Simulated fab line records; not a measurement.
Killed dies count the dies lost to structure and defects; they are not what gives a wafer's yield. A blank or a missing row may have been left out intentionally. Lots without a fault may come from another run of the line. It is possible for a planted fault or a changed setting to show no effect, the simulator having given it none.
fab line records	flow n5Finfet
[record] lots = 10	wafers = 27	lastDay = 18
route steps=1938 shown BEOL_M3@950 BEOL_M4@1111 PASSIVATION@1936
lots that met no fault: from a run of the same line without faults
startH: hours from the record's opening day to when the first of the lot's shown wafers began	waitH: hours elapsed since this lot's preceding step	" the same as in the row above	L1.1+2: several wafers, shown together as one row	- no value present, or no start provided	* or withheld: withheld	< > ~ a bound
route shown NAME@n: names a module that has steps shown in the file, with the first one's number in the route	usual: mean/standard deviation taken from wafers without a fault	same: alike in all rows	chamber/n: place in a boat	sites: each site's reading	_std_site: standard deviation across them	_edge_site: outer sites' mean less inner sites'	radiusMm: for every site, how far away it sits from the centre of the wafer	mask NAME#n: copy n	behind: the most recent tool/chamber to have shaped the wafer	hold: why the lot went on hold/how many hours it stayed there/how the hold came to an end	device: the n, p or np transistor that did not switch	end of line: the route-end tests of the same wafers	step lacking rows: just its recipe	killed: count of dies lost to structure and defects at first sort (not the wafer's yield)	map: a wafer's dies, marking killed ones x, the rest . and places with no die _
set.NAME: the setting as run; set.NAME@STEP: as run at that earlier step	model.NAME: the simulator's own value behind a step, which no gauge read
route steps across a sampled set of lots; one table per step, one row per wafer
services: from which hour (startH, from the record's first day; less than 0 if before it) a tool's chamber was out of use, for how many hours, and why
[[steps]]
[step N5_BEOL_M3_ETCH_64]
[recipe] chemistry = N2/H2	target = SOC	targetDepthA = 750	overetchA = 150	maskMaterial = SiARC	tempC = 40	timeS = 112.5	ionEnergyEv = 200	pressureMtorr = 30	sourceW = 840	biasW = 150	n2FlowSccm = 200	h2FlowSccm = 200
[usual] biasW = 150.0/0.46	drypumpMotorCurrentA = 5.8/0.48	oesProductAu = 0.57/0.034	rfVppV = 525.1/2.2	showerheadPlenumPTorr = 2.59/0.076	throttleValvePct = 17.95/0.26
lot.wafer	tool	chamber	startH	waitH	biasW	drypumpMotorCurrentA	oesProductAu	rfHoursCounterH	rfVppV	showerheadPlenumPTorr	throttleValvePct
L312.3	rieDiel-06	3	149.25	0.0	149.8	5.2	0.59	194	520.2	2.41	17.71
L312.4	"	1	"	"	150.0	5.7	0.56	194	526.0	2.62	17.59
L312.5	"	1	"	"	149.4	5.7	0.55	-	525.3	2.62	17.59
L319.3	rieDiel-05	2	192.64	0.0	150.7	6.4	0.58	206	527.1	2.64	17.90
L319.4	"	1	"	"	150.8	5.1	0.55	194	526.3	2.65	18.17
L321.3	rieDiel-05	2	207.77	0.0	149.0	6.3	0.58	209	526.3	2.64	17.91
L321.5	"	3	"	"	150.1	6.0	0.53	-	523.8	2.51	18.09
L325.1	rieDiel-06	0	238.02	0.0	150.2	5.7	0.55	215	526.2	2.62	17.79
L325.2	"	1	"	"	150.3	5.7	0.54	221	524.7	2.61	17.62
L325.5	"	1	"	"	151.0	5.7	0.54	-	525.3	2.61	17.63
L327.4	rieDiel-05	2	253.13	0.0	150.4	6.4	0.57	224	525.1	2.63	17.94
L327.5	"	0	"	"	149.8	5.3	0.59	-	526.9	2.63	17.56
L327.6	"	1	"	"	149.9	5.1	0.55	-	526.4	2.65	18.20
L326.2	rieDiel-05	2	253.81	0.0	150.0	6.4	0.57	224	524.9	2.63	17.95
L326.5	"	1	"	"	150.3	5.1	0.55	-	524.4	2.65	18.21
L326.6	"	2	"	"	149.5	6.4	0.57	-	525.3	2.63	17.93
L328.3	rieDiel-06	3	255.45	0.0	149.9	5.2	0.57	228	519.6	2.39	17.77
L328.6	"	1	"	"	149.8	5.7	0.54	-	526.1	2.60	17.63
L330.1	rieDiel-03	0	268.68	0.0	150.0	5.9	0.56	211	525.1	2.64	18.08
L330.4	"	1	"	"	149.6	6.4	0.53	254	526.3	2.63	18.22
L330.5	"	1	"	"	150.0	6.4	0.53	-	524.7	2.63	18.22
L332.4	rieDiel-05	2	272.88	0.1	150.5	6.4	0.56	-	527.1	2.63	17.94
L332.5	"	0	"	"	150.1	5.3	0.58	-	528.0	2.63	17.58
L332.6	"	1	"	"	149.3	5.1	0.54	-	527.4	2.64	18.20
L334.2	rieDiel-06	2	304.59	0.0	149.9	6.7	0.58	171	520.7	2.43	17.96
L334.4	"	1	"	"	149.8	5.7	0.54	240	525.9	2.60	17.67
L334.5	"	1	"	"	150.0	5.7	0.53	-	525.9	2.60	17.66
[step N5_BEOL_M3_CD_MEAS_28]
[recipe] targetCdNm = 25.7	landingEnergyEv = 500	detector = seInlens	targetCdYNm = 23.3	polarity = opening
[usual] cdNm = 25.62/0.25
lot.wafer	tool	chamber	startH	waitH	cdNm
L312.3	cdSem-02	0	149.92	-	25.69
L312.4	"	0	"	"	25.67
L312.5	"	0	"	"	25.34
L319.3	cdSem-02	0	193.34	-	25.55
L319.4	"	0	"	"	25.77
L321.3	cdSem-03	0	208.51	-	25.53
L321.5	"	0	"	"	25.80
L325.1	cdSem-03	0	238.81	-	25.44
L325.2	"	0	"	"	25.77
L325.5	"	0	"	"	25.49
L327.4	cdSem-03	0	253.89	-	25.78
L327.5	"	0	"	"	25.83
L327.6	"	0	"	"	25.75
L326.2	cdSem-03	0	254.64	-	25.48
L326.5	"	0	"	"	25.67
L326.6	"	0	"	"	26.09
L328.3	cdSem-03	0	256.12	-	25.37
L328.6	"	0	"	"	25.88
L330.1	cdSem-02	0	269.35	-	25.27
L330.4	"	0	"	"	25.68
L330.5	"	0	"	"	25.83
L332.4	cdSem-03	0	273.53	-	25.43
L332.5	"	0	"	"	25.43
L332.6	"	0	"	"	25.56
L334.2	cdSem-01	0	305.38	-	25.79
L334.4	"	0	"	"	25.74
L334.5	"	0	"	"	25.51
[step N5_BEOL_M3_VIA_ETCH_34]
[recipe] chemistry = C4F6/O2	targetDepthA = 694	maskMaterial = SOC	pressureMtorr = 15	ionEnergyEv = 250	taperDeg = 4	timeS = 65.9	sourceW = 350	biasW = 170	Ar_flow_sccm = 300	C4F6_flow_sccm = 10	O2_flow_sccm = 10
[usual] O2_flow_sccm = 10.00/0.03	biasW = 169.9/0.5	drypumpMotorCurrentA = 5.8/0.49	oes_f_703_au = 0.72/0.05	oesProductAu = 0.71/0.048	rfVppV = 670/18	showerheadPlenumPTorr = 2.90/0.078	throttleValvePct = 30.92/0.27
lot.wafer	tool	chamber	startH	waitH	O2_flow_sccm	biasW	drypumpMotorCurrentA	oes_f_703_au	oesProductAu	rfHoursCounterH	rfVppV	showerheadPlenumPTorr	throttleValvePct
L312.3	rieDiel-06	3	154.06	0.0	9.98	170.5	5.2	0.76	0.73	195	659	2.71	30.96
L312.4	"	2	"	"	9.97	169.9	6.7	0.76	0.78	126	689	2.77	30.85
L312.5	"	1	"	"	10.01	169.9	5.7	0.71	0.70	-	659	2.97	30.82
L319.3	rieDiel-03	2	197.66	0.0	10.02	170.1	5.6	0.77	0.76	113	643	2.87	31.00
L319.4	"	0	"	"	9.98	171.1	5.9	0.67	0.71	194	708	2.95	31.24
L321.3	rieDiel-06	3	211.09	0.0	9.95	168.9	5.2	0.74	0.73	212	657	2.71	30.98
L321.5	"	1	"	"	10.01	168.9	5.7	0.70	0.69	-	657	2.96	30.85
L325.1	rieDiel-05	0	246.23	0.0	9.97	170.1	5.3	0.79	0.76	172	667	2.95	30.67
L325.2	"	1	"	"	10.02	169.8	5.1	0.69	0.67	207	675	2.95	31.02
L325.5	"	1	"	"	10.02	169.8	5.1	0.70	0.68	-	676	2.95	31.05
L327.4	rieDiel-06	1	258.40	0.0	10.01	170.2	5.7	0.68	0.67	228	658	2.96	30.84
L327.5	"	1	"	"	9.99	169.9	5.7	0.69	0.67	-	657	2.96	30.86
L327.6	"	2	"	"	10.01	169.9	6.7	0.73	0.76	-	689	2.75	30.88
L326.2	rieDiel-06	0	258.87	0.0	9.96	170.0	5.7	0.68	0.67	222	686	2.88	30.24
L326.5	"	3	"	"	10.01	157.8	5.2	0.72	0.70	-	621	2.70	30.99
L326.6	"	2	"	"	10.02	169.7	6.7	0.73	0.74	-	689	2.75	30.87
L328.3	rieDiel-05	0	260.21	0.0	10.02	169.6	5.3	0.78	0.75	178	668	2.95	30.67
L328.6	"	1	"	"	10.01	170.1	5.1	0.69	0.68	-	676	2.95	31.04
L330.1	rieDiel-03	2	271.01	0.0	9.95	169.4	5.6	0.75	0.75	126	642	2.86	31.02
L330.4	"	1	"	"	10.01	168.9	6.4	0.67	0.66	255	653	2.92	30.86
L330.5	"	2	"	"	10.03	169.9	5.6	0.75	0.75	-	642	2.86	31.02
L332.4	rieDiel-06	0	275.19	0.0	10.00	170.0	5.7	0.67	0.68	227	686	2.88	30.26
L332.5	"	3	"	"	10.01	156.6	5.2	0.72	0.70	-	620	2.70	31.00
L332.6	"	0	"	"	9.99	170.7	5.7	0.68	0.67	-	686	2.88	30.26
L334.2	rieDiel-03	3	306.25	0.0	9.97	170.2	5.9	1.02	1.00	1	646	2.92	31.16
L334.4	"	3	"	"	9.94	169.5	5.9	1.02	0.99	-	647	2.92	31.14
L334.5	"	0	"	"	10.01	169.9	5.9	0.66	0.67	-	708	2.94	31.25
[step N5_BEOL_M3_DEGAS_44]
[recipe] ambient = vacuum	tempC = 250	timeS = 60
[usual] heaterPowerW = 330/37
lot.wafer	tool	chamber	startH	waitH	heaterPowerW
L312.3	pvdSputter-01	-	154.66	0.2	322
L312.4	"	-	"	"	301
L312.5	"	-	"	"	311
L319.3	pvdSputter-03	-	198.59	0.5	334
L319.4	"	-	"	"	256
L321.3	pvdSputter-02	-	211.88	0.4	325
L321.5	"	-	"	"	361
L325.1	pvdSputter-01	-	247.15	0.5	294
L325.2	"	-	"	"	383
L325.5	"	-	"	"	298
L327.4	pvdSputter-02	-	259.19	0.4	337
L327.5	"	-	"	"	323
L327.6	"	-	"	"	353
L326.2	pvdSputter-03	-	259.88	0.6	251
L326.5	"	-	"	"	405
L326.6	"	-	"	"	321
L328.3	pvdSputter-01	-	260.96	0.3	310
L328.6	"	-	"	"	311
L330.1	pvdSputter-02	-	271.46	0.0	323
L330.4	"	-	"	"	320
L330.5	"	-	"	"	313
L332.4	pvdSputter-01	-	275.65	0.0	381
L332.5	"	-	"	"	300
L332.6	"	-	"	"	324
L334.2	pvdSputter-01	-	306.94	0.2	296
L334.4	"	-	"	"	309
L334.5	"	-	"	"	292
[step N5_BEOL_M4_RC_MEAS_101]
[usual] DIBL_N = 36.2/2.2	DIBL_P = 36.5/3	IOFF_N = 0.16/0.039	IOFF_P = 0.22/0.047	ION_N = 675/15	ION_P = 463/10	SS_N = 71.6/0.71	SS_P = 73.4/0.94	VT_N = 250/3.6	VT_P = -250/3.9
lot.wafer	tool	chamber	startH	waitH	DIBL_N[mV/V]	DIBL_P[mV/V]	IOFF_N[nA/um]	IOFF_P[nA/um]	ION_N[uA/um]	ION_P[uA/um]	SS_N[mV/dec]	SS_P[mV/dec]	VT_N[mV]	VT_P[mV]
L312.3	prober-01	0	167.53	0.3	36.4	33.6	0.14	0.17	661	450	71.7	72.8	251	-255
L312.4	"	0	"	"	34.3	31.7	0.12	0.16	666	458	71.3	72.0	249	-254
L312.5	"	0	"	"	34.3	31.1	0.12	0.14	654	450	71.8	72.2	251	-253
L319.3	prober-02	0	218.42	0.3	29.9	28.0	0.08	0.10	634	431	70.5	71.9	259	-261
L319.4	"	0	"	"	35.6	35.0	0.17	0.17	681	455	71.5	72.6	247	-256
L321.3	prober-02	0	227.28	0.3	37.8	41.4	0.19	0.29	672	471	72.0	73.6	249	-245
L321.5	"	0	"	"	32.0	33.5	0.10	0.17	647	454	69.9	72.1	255	-251
L325.1	prober-01	0	256.84	0.0	38.2	38.9	0.18	0.21	669	458	71.9	74.2	249	-252
L325.2	"	0	"	"	35.4	36.4	0.13	0.17	667	461	71.2	73.1	253	-256
L325.5	"	0	"	"	34.8	36.2	0.15	0.19	698	475	70.6	73.2	248	-252
L327.4	prober-02	0	272.44	0.5	36.4	37.1	0.15	0.20	681	471	71.8	73.2	253	-250
L327.5	"	0	"	"	36.7	37.5	0.15	0.21	680	474	71.8	73.5	252	-250
L327.6	"	0	"	"	33.9	33.5	0.12	0.16	657	453	70.7	72.0	254	-253
L326.2	prober-01	0	274.26	0.2	34.4	33.3	0.11	0.17	665	459	70.5	73.3	254	-253
L326.5	"	0	"	"	39.0	38.4	0.19	0.25	692	470	71.7	74.8	248	-249
L326.6	"	0	"	"	35.0	32.6	0.12	0.15	679	459	71.1	72.2	251	-252
L328.3	prober-02	0	280.46	0.3	36.8	36.2	0.18	0.21	690	460	72.1	73.8	246	-250
L328.6	"	0	"	"	38.3	38.6	0.21	0.24	686	462	71.9	74.4	244	-248
L332.4	prober-01	0	289.51	0.5	37.0	38.9	0.16	0.22	673	455	71.2	73.2	251	-252
L332.5	"	0	"	"	37.9	40.3	0.17	0.23	672	460	72.0	73.9	251	-250
L332.6	"	0	"	"	35.7	37.4	0.13	0.19	681	468	70.3	72.6	253	-251
L330.1	prober-02	0	289.62	0.0	32.2	32.2	0.12	0.19	669	476	70.6	71.6	251	-247
L330.4	"	0	"	"	35.6	35.7	0.16	0.24	678	466	71.2	72.7	248	-244
L330.5	"	0	"	"	36.5	37.0	0.18	0.29	686	475	71.6	73.8	244	-240
L334.2	prober-01	0	321.09	0.2	34.2	36.4	0.15	0.21	678	460	71.5	74.1	248	-249
L334.4	"	0	"	"	36.0	37.1	0.18	0.22	682	462	71.9	73.2	246	-250
L334.5	"	0	"	"	32.6	33.2	0.12	0.17	665	457	71.3	72.6	251	-254
[step N5_PASSIVATION_PROBE_49]
[usual] defectLimitedYield = 91.5/1.5	killed_at_M0_to_M3 = 32/10	killed_at_M4_up = 13/4.9	killedAtContacts = 13/6.1	killedAtFrontEnd = 38/11	killedAtOther = 3/3.2	killedDies = 101/18	killedOpen = 66/13	killedShort = 32/8.3	sort_bin_5_function = 5.0/1	sort_bin_6_memory = 3.2/0.74	sort_bin_8_speed = 0.1/1.1	sortNPass = 1078/22	sortYieldPct = 91.3/1.9
[same] grossDies = 1180	killedAtBackSide = 0	sort_bin_4_leakage[%] = 0
lot.wafer	tool	chamber	startH	waitH	defectLimitedYield[%]	killed_at_M0_to_M3	killed_at_M4_up	killedAtContacts	killedAtFrontEnd	killedAtOther	killedDies	killedOpen	killedShort	sort_bin_5_function[%]	sort_bin_6_memory[%]	sort_bin_8_speed[%]	sortNPass	sortYieldPct[%]
L312.3	prober-01	-	268.89	0.1	94.1	14	4	10	40	2	70	39	29	3.0	2.5	0	1110	94.1
L312.4	prober-01	-	268.94	0.2	93.0	13	17	18	30	5	83	50	27	5.3	1.6	0	1097	93.0
L312.5	prober-01	-	268.99	0.2	92.8	14	11	18	41	1	85	58	26	4.8	2.3	0	1095	92.8
L319.3	prober-02	-	329.51	0.1	91.9	35	11	13	36	1	96	52	36	4.6	3.6	12.7	934	79.2
L319.4	prober-02	-	329.56	0.2	92.7	22	17	8	39	0	86	54	29	4.3	2.5	0	1094	92.7
L321.3	prober-02	-	335.45	0.1	90.3	32	7	8	64	4	115	73	40	6.4	2.6	0	1065	90.3
L321.5	prober-02	-	335.55	0.2	91.1	32	9	6	54	4	105	68	36	5.4	3.1	0	1075	91.1
L325.1	prober-01	-	356.65	0.0	90.8	28	14	23	39	5	109	72	26	5.4	2.9	0	1071	90.8
L325.2	prober-01	-	356.70	0.1	92.2	24	11	28	29	0	92	66	23	4.3	3.2	0	1088	92.2
L325.5	prober-01	-	356.85	0.2	90.6	32	21	17	35	6	111	66	41	4.7	4.4	0	1069	90.6
L326.2	prober-01	-	386.45	0.1	90.1	28	10	17	60	2	117	69	37	5.6	3.3	0	1063	90.1
L326.5	prober-01	-	386.60	0.2	92.4	25	18	5	39	3	90	49	38	4.0	3.2	0	1090	92.4
L326.6	prober-01	-	386.65	0.3	92.6	29	12	7	37	2	87	47	22	3.4	2.2	0	1093	92.6
L328.3	prober-02	-	386.81	0.1	91.6	15	12	12	58	2	99	56	42	4.4	3.6	0	1081	91.6
L328.6	prober-02	-	386.96	0.3	94.9	14	13	10	23	0	60	39	20	3.4	1.4	0	1120	94.9
L327.4	prober-01	-	386.88	0.2	91.4	23	11	15	51	1	101	68	32	5.3	3.1	0	1079	91.4
L327.5	prober-01	-	386.93	0.2	91.4	26	24	7	43	2	102	61	40	5.2	3.1	0	1078	91.4
L327.6	prober-01	-	386.98	0.3	89.7	37	16	7	53	8	121	83	36	6.2	3.7	0	1059	89.7
L332.4	prober-02	-	402.66	0.2	91.3	26	10	12	46	9	103	67	36	4.2	4.2	0	1077	91.3
L332.5	prober-02	-	402.71	0.2	90.8	29	17	15	43	5	109	67	42	5.4	3.2	0	1071	90.8
L332.6	prober-02	-	402.76	0.3	91.8	20	12	13	49	3	97	60	26	4.3	2.7	0	1083	91.8
L330.1	prober-01	-	406.16	0.0	94.0	39	8	9	15	0	71	53	16	3.2	2.7	0	1109	94.0
L330.4	prober-01	-	406.31	0.2	90.8	49	13	10	36	1	109	68	40	6.3	2.7	0	1071	90.8
L330.5	prober-01	-	406.36	0.2	92.5	28	7	10	42	1	88	56	31	4.5	2.4	0	1092	92.5
L334.2	prober-02	-	430.68	0.1	93.5	26	8	11	23	9	77	47	29	3.2	2.9	0	1103	93.5
L334.4	prober-02	-	430.78	0.2	90.3	43	17	9	44	2	115	73	38	5.5	3.7	0	1065	90.3
L334.5	prober-02	-	430.83	0.2	92.1	34	9	7	37	6	93	56	35	4.2	3.5	0	1087	92.1
// killed by level:class
L312.3 FIN_SAQP:geometricParticle:short=13 FIN_SAQP:geometricParticle:open=7 STI_FIN_REVEAL:geometricParticle:open=7 MOL_CONTACT_COAG:geometricParticle:short=5 MOL_CONTACT_COAG:geometricParticle:open=5 BEOL_M0_SAQP:geometricParticle:open=4 BEOL_M3:geometricParticle:open=3 STARTING-WAFER:geometricParticle:short=3
L312.4 MOL_CONTACT_COAG:geometricParticle:open=14 FIN_SAQP:geometricParticle:open=7 BEOL_M4:geometricParticle:open=6 FIN_SAQP:geometricParticle:short=5 STI_FIN_REVEAL:geometricParticle:open=5 MOL_CONTACT_COAG:geometricParticle:short=4 BEOL_M3:geometricParticle:open=4 PASS1_CAP:geometricParticle:short=3
L312.5 FIN_SAQP:geometricParticle:open=15 MOL_CONTACT_COAG:geometricParticle:open=14 FIN_SAQP:geometricParticle:short=8 STI_FIN_REVEAL:geometricParticle:open=5 MOL_CONTACT_COAG:geometricParticle:short=4 BEOL_M0_SAQP:geometricParticle:open=4 STI_FIN_REVEAL:geometricParticle:short=3 BEOL_M3:geometricParticle:open=3
L319.3 MOL_CONTACT_COAG:geometricParticle:open=9 BEOL_M0_SAQP:geometricParticle:short=9 FIN_SAQP:geometricParticle:short=7 BEOL_M2:geometricParticle:open=7 DUMMY_GATE:geometricParticle:open=6 BEOL_M0_SAQP:geometricParticle:open=6 BEOL_M1:geometricParticle:open=6 BEOL_M4:geometricParticle:open=5
L319.4 FIN_SAQP:geometricParticle:short=10 BEOL_M4:geometricParticle:open=9 STI_FIN_REVEAL:geometricParticle:open=7 BEOL_M2:geometricParticle:open=7 FIN_SAQP:geometricParticle:open=6 DUMMY_GATE:geometricParticle:open=5 BEOL_M3:geometricParticle:open=5 MOL_CONTACT_COAG:geometricParticle:short=4
L321.3 FIN_SAQP:geometricParticle:short=14 FIN_SAQP:geometricParticle:open=13 GATE_CUT:geometricParticle:open=8 GATE_CUT:geometricParticle:short=7 BEOL_M0_SAQP:geometricParticle:open=6 BEOL_M1:geometricParticle:open=6 BEOL_M2:geometricParticle:open=6 STI_FIN_REVEAL:geometricParticle:open=5
L321.5 FIN_SAQP:geometricParticle:open=17 FIN_SAQP:geometricParticle:short=12 BEOL_M0_SAQP:geometricParticle:open=11 GATE_CUT:geometricParticle:short=7 BEOL_M0_SAQP:geometricParticle:short=6 BEOL_M1:geometricParticle:open=6 GATE_CUT:geometricParticle:open=4 MOL_CONTACT_COAG:geometricParticle:open=4
L325.1 MOL_CONTACT_COAG:geometricParticle:open=19 BEOL_M3:geometricParticle:open=14 FIN_SAQP:geometricParticle:short=11 HKMG_FIN:areaEtch=8 STI_FIN_REVEAL:geometricParticle:open=7 FIN_SAQP:geometricParticle:open=5 BEOL_M0_SAQP:geometricParticle:open=4 MOL_CONTACT_COAG:geometricParticle:short=3
L325.2 MOL_CONTACT_COAG:geometricParticle:open=23 BEOL_M3:geometricParticle:open=7 FIN_SAQP:geometricParticle:short=6 FIN_SAQP:geometricParticle:open=6 STI_FIN_REVEAL:geometricParticle:short=5 BEOL_M0_SAQP:geometricParticle:open=5 MOL_CONTACT_COAG:geometricParticle:short=4 BEOL_M1:geometricParticle:open=4
L325.5 MOL_CONTACT_COAG:geometricParticle:open=14 BEOL_M3:geometricParticle:open=11 BEOL_M4:geometricParticle:open=8 STARTING-WAFER:geometricParticle:short=7 FIN_SAQP:geometricParticle:open=6 BEOL_M0_SAQP:geometricParticle:short=6 STI_FIN_REVEAL:geometricParticle:open=5 BEOL_M0_SAQP:geometricParticle:open=4
L326.2 FIN_SAQP:geometricParticle:open=15 MOL_CONTACT_COAG:geometricParticle:open=11 FIN_SAQP:geometricParticle:short=10 HKMG_FIN:areaEtch=10 BEOL_M3:geometricParticle:open=8 BEOL_M1:geometricParticle:open=7 MOL_CONTACT_COAG:geometricParticle:short=6 BEOL_M4:geometricParticle:open=6
L326.5 FIN_SAQP:geometricParticle:short=10 BEOL_M1:geometricParticle:open=8 DUMMY_GATE:geometricParticle:open=5 BEOL_M4:geometricParticle:open=5 BEOL_M5:geometricParticle:open=5 FIN_SAQP:geometricParticle:open=4 STI_FIN_REVEAL:geometricParticle:short=4 BEOL_M0_SAQP:geometricParticle:open=4
L326.6 HKMG_FIN:areaEtch=17 MOL_CONTACT_COAG:geometricParticle:open=6 BEOL_M1:geometricParticle:open=6 BEOL_M0_SAQP:geometricParticle:open=5 BEOL_M0:geometricParticle:short=5 BEOL_M0_SAQP:geometricParticle:short=4 BEOL_M2:geometricParticle:open=4 STARTING-WAFER:geometricParticle:open=4
L328.3 FIN_SAQP:geometricParticle:open=13 FIN_SAQP:geometricParticle:short=10 BEOL_M4:geometricParticle:open=8 MOL_CONTACT_COAG:geometricParticle:open=7 DUMMY_GATE:geometricParticle:short=5 MOL_CONTACT_COAG:geometricParticle:short=5 STI_FIN_REVEAL:geometricParticle:open=4 GATE_CUT:geometricParticle:short=4
L327.4 STI_FIN_REVEAL:geometricParticle:open=13 MOL_CONTACT_COAG:geometricParticle:open=13 FIN_SAQP:geometricParticle:short=8 STARTING-WAFER:geometricParticle:open=6 FIN_SAQP:geometricParticle:open=5 BEOL_M0:geometricParticle:open=5 STI_FIN_REVEAL:geometricParticle:short=4 BEOL_M0_SAQP:geometricParticle:short=4
L327.5 BEOL_M4:geometricParticle:open=11 FIN_SAQP:geometricParticle:short=10 BEOL_M2:geometricParticle:open=9 STI_FIN_REVEAL:geometricParticle:open=9 MOL_CONTACT_COAG:geometricParticle:open=6 BEOL_M4:geometricParticle:short=6 FIN_SAQP:geometricParticle:open=5 STARTING-WAFER:geometricParticle:short=5
L328.6 MOL_CONTACT_COAG:geometricParticle:short=5 MOL_CONTACT_COAG:geometricParticle:open=5 BEOL_M4:geometricParticle:open=5 DUMMY_GATE:geometricParticle:open=4 BEOL_M0_SAQP:geometricParticle:open=4 BEOL_M1:geometricParticle:open=4 STARTING-WAFER:geometricParticle:short=3 STI_FIN_REVEAL:geometricParticle:open=3
L327.6 BEOL_M2:geometricParticle:open=14 FIN_SAQP:geometricParticle:short=12 STI_FIN_REVEAL:geometricParticle:open=12 FIN_SAQP:geometricParticle:open=10 BEOL_M3:geometricParticle:open=8 BEOL_M5:geometricParticle:open=5 BEOL_M4:geometricParticle:open=5 MOL_CONTACT_COAG:geometricParticle:open=4
L332.4 DUMMY_GATE:geometricParticle:open=11 FIN_SAQP:geometricParticle:open=10 BEOL_M0_SAQP:geometricParticle:short=9 MOL_CONTACT_COAG:geometricParticle:open=8 FIN_SAQP:geometricParticle:short=6 BEOL_M0_SAQP:geometricParticle:open=6 STI_FIN_REVEAL:geometricParticle:open=6 GATE_CUT:geometricParticle:short=5
L332.5 MOL_CONTACT_COAG:geometricParticle:open=11 BEOL_M0_SAQP:geometricParticle:open=9 BEOL_M0_SAQP:geometricParticle:short=9 FIN_SAQP:geometricParticle:open=8 STI_FIN_REVEAL:geometricParticle:open=8 BEOL_M4:geometricParticle:open=7 STARTING-WAFER:geometricParticle:open=6 FIN_SAQP:geometricParticle:short=5
L332.6 STI_FIN_REVEAL:geometricParticle:open=12 HKMG_FIN:areaEtch=10 FIN_SAQP:geometricParticle:open=8 MOL_CONTACT_COAG:geometricParticle:open=8 BEOL_M3:geometricParticle:open=8 FIN_SAQP:geometricParticle:short=6 MOL_CONTACT_COAG:geometricParticle:short=5 BEOL_M0_SAQP:geometricParticle:open=4
L330.1 MOL_CONTACT_COAG:geometricParticle:open=9 BEOL_M3:geometricParticle:open=9 BEOL_M1:geometricParticle:open=7 BEOL_M0_SAQP:geometricParticle:open=6 BEOL_M2:geometricParticle:open=6 FIN_SAQP:geometricParticle:open=5 BEOL_M0_SAQP:geometricParticle:short=3 BEOL_M3:geometricParticle:short=3
L330.4 BEOL_M3:geometricParticle:open=10 BEOL_M0_SAQP:geometricParticle:short=9 FIN_SAQP:geometricParticle:open=8 BEOL_M4:geometricParticle:open=8 STI_FIN_REVEAL:geometricParticle:open=8 BEOL_M2:geometricParticle:open=7 FIN_SAQP:geometricParticle:short=6 MOL_CONTACT_COAG:geometricParticle:open=6
L330.5 FIN_SAQP:geometricParticle:short=15 FIN_SAQP:geometricParticle:open=12 MOL_CONTACT_COAG:geometricParticle:open=9 STI_FIN_REVEAL:geometricParticle:open=8 BEOL_M1:geometricParticle:open=7 BEOL_M3:geometricParticle:open=6 BEOL_M0_SAQP:geometricParticle:short=6 BEOL_M0_SAQP:geometricParticle:open=4
L334.2 STI_FIN_REVEAL:geometricParticle:open=6 MOL_CONTACT_COAG:geometricParticle:open=6 BEOL_M0_SAQP:geometricParticle:open=6 BEOL_M2:geometricParticle:open=6 BEOL_M2:geometricParticle:short=6 MOL_CONTACT_COAG:geometricParticle:short=5 MIM_TOP:geometricParticle:short=5 FIN_SAQP:geometricParticle:short=3
L334.4 FIN_SAQP:geometricParticle:short=13 BEOL_M2:geometricParticle:open=12 FIN_SAQP:geometricParticle:open=11 BEOL_M3:geometricParticle:open=9 BEOL_M0_SAQP:geometricParticle:short=9 MOL_CONTACT_COAG:geometricParticle:open=8 BEOL_M0_SAQP:geometricParticle:open=8 BEOL_M5:geometricParticle:open=5
L334.5 STI_FIN_REVEAL:geometricParticle:open=8 BEOL_M3:geometricParticle:open=8 BEOL_M0_SAQP:geometricParticle:short=6 FIN_SAQP:geometricParticle:short=5 FIN_SAQP:geometricParticle:open=5 DUMMY_GATE:geometricParticle:open=4 MOL_CONTACT_COAG:geometricParticle:open=4 BEOL_M0_SAQP:geometricParticle:open=4
[[services]]
tool	chamber	startH	hours	kind
rieDiel-03	1	127.54	46.7	repair
rieDiel-05	3	136.41	7.8	repair
pvdSputter-02	-	174.82	1.6	repair
rieDiel-06	-	182.23	2.8	pm
rieDiel-03	-	242.73	14.6	pm
rieDiel-05	3	272.30	-	clean
rieDiel-05	3	272.30	-	consumableReplace:focusRing
rieDiel-05	3	272.30	16.6	scheduledDown
rieDiel-05	3	272.30	16.6	ventCycle
rieDiel-03	3	279.83	-	clean
rieDiel-03	3	279.83	-	consumableReplace:focusRing
rieDiel-03	3	279.83	23.5	scheduledDown
rieDiel-03	3	279.83	23.5	ventCycle
rieDiel-05	1	282.09	17.6	repair
rieDiel-05	2	299.70	4.2	repair
rieDiel-05	-	302.74	1.0	repair
rieDiel-03	1	303.75	-	clean
rieDiel-03	1	303.75	-	consumableReplace:focusRing
rieDiel-03	1	303.75	22.1	scheduledDown
rieDiel-03	1	303.75	22.1	ventCycle
[[key]]
[firstSign] step = N5_BEOL_M3_VIA_ETCH_34	reading = biasW	direction = down	sigmas = 25	usual = *	struck = *
[effect] step = N5_BEOL_M3_VIA_ETCH_34	reading = rfVppV	direction = down	sigmas = 2.7	usual = 670	struck = 621
metAt N5_BEOL_M3_VIA_ETCH_34
struckLots L326,L332
struckWafers L326.5,L332.5
[baselineLoss] step = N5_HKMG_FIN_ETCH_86	wafers = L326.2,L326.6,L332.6
notActingAt N5_BEOL_M3_ETCH_64,N5_BEOL_M3_CD_MEAS_28,N5_BEOL_M3_DEGAS_44
onsetBetween 211.09 258.87
[fault] kind = processParameterDrift	tool = rieDiel-06	chamber = 3	onsetH = 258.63	steps = N5_BEOL_M3_VIA_ETCH_34	channel = biasW	offset = *	shape = step	endH = 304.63	actsIn = *	stated = *
// baselineLoss: these wafers lose ten dies or more at that step, a loss of the line's own and not of a fault; the sort's usual values leave them out
